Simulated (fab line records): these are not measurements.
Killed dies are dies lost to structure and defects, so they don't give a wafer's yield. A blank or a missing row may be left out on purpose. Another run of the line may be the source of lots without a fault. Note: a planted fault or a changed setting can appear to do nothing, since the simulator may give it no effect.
Which tool is to blame? || flow nand harc || 6 lots, 18 wafers sampled, at 3 steps of a route of 1302

## WHAT THE GAUGES READ, wafer by wafer
NHARC_THIN_TSV_CD_MEAS_12: the cd target is 1000 nm.
{"lot": "L744", "measured": "day 23 16:32", "on": "cd sem-01", "cd nm (nm)": "1000.7 999.8 1000.4"}
{"lot": "L746", "measured": "day 24 21:38", "on": "cd sem-02", "cd nm (nm)": "995.8 995.4 995.7"}
{"lot": "L748", "measured": "day 25 18:52", "on": "cd sem-03", "cd nm (nm)": "998.3 999.3 996.6"}
{"lot": "L751", "measured": "day 26 19:17", "on": "cd sem-01", "cd nm (nm)": "997.4 995.8 996.4"}
{"lot": "L754", "measured": "day 28 09:53", "on": "cd sem-01", "cd nm (nm)": "1000.0 998.4 997.6"}
{"lot": "L764", "measured": "day 32 21:04", "on": "cd sem-02", "cd nm (nm)": "999.2 999.5"}

## WHICH TOOL RAN EACH LOT (tool, then ch and the chambers of the sampled wafers, then the start)
{"lot": "L744", "NHARC_A_CHANNEL_FILL_D1_ETCHBACK_19": "rie si-06 ch 0,1,3, day 10 02:49", "NHARC_THIN_TSV_CMP_01": "cmp-02 ch 1,2, day 23 15:14"}
{"lot": "L746", "NHARC_A_CHANNEL_FILL_D1_ETCHBACK_19": "rie si-02 ch 0,3, day 11 03:57", "NHARC_THIN_TSV_CMP_01": "cmp-02 ch 1,2,3, day 24 20:30"}
{"lot": "L748", "NHARC_A_CHANNEL_FILL_D1_ETCHBACK_19": "rie si-02 ch 1,2,3, day 11 16:04", "NHARC_THIN_TSV_CMP_01": "cmp-04 ch 1,3, day 25 17:34"}
{"lot": "L751", "NHARC_A_CHANNEL_FILL_D1_ETCHBACK_19": "rie si-06 ch 0,3, day 13 07:16", "NHARC_THIN_TSV_CMP_01": "cmp-03 ch 0,3, day 26 18:06"}
{"lot": "L754", "NHARC_A_CHANNEL_FILL_D1_ETCHBACK_19": "rie si-02 ch 1,2,3, day 14 14:47", "NHARC_THIN_TSV_CMP_01": "cmp-03 ch 0,1, day 28 08:34"}
{"lot": "L764", "NHARC_A_CHANNEL_FILL_D1_ETCHBACK_19": "rie si-02 ch 0,2,3, day 19 00:23", "NHARC_THIN_TSV_CMP_01": "cmp-04 ch 0,2, day 32 19:55"}
- NHARC_A_CHANNEL_FILL_D1_ETCHBACK_19: etches the open film in HBr/Cl2, target depth 5 nm, time 1.7 s.
- NHARC_THIN_TSV_CMP_01: polishes.

## THE ANSWER, worked out from the rows above alone
Rule: the lots themselves supply what counts as usual. Put in order of their means at a reading, lots are off if they are a third of the lots or fewer, leave a main group of 4 or more, and stand apart from it by a gap of 3 or more times the standard deviation of the main group's means; of several such gaps the widest counts. A main group is skipped when, at the precision printed for the reading in the tables above, its means are all equal. A lot without any number at a reading at which 4 lots or more have one is off too. All remaining lots with rows at the step are treated as sound.
Across all readings shown, no lot is off: no conclusion can be drawn from this.

## WHAT THE SIMULATOR PUT IN
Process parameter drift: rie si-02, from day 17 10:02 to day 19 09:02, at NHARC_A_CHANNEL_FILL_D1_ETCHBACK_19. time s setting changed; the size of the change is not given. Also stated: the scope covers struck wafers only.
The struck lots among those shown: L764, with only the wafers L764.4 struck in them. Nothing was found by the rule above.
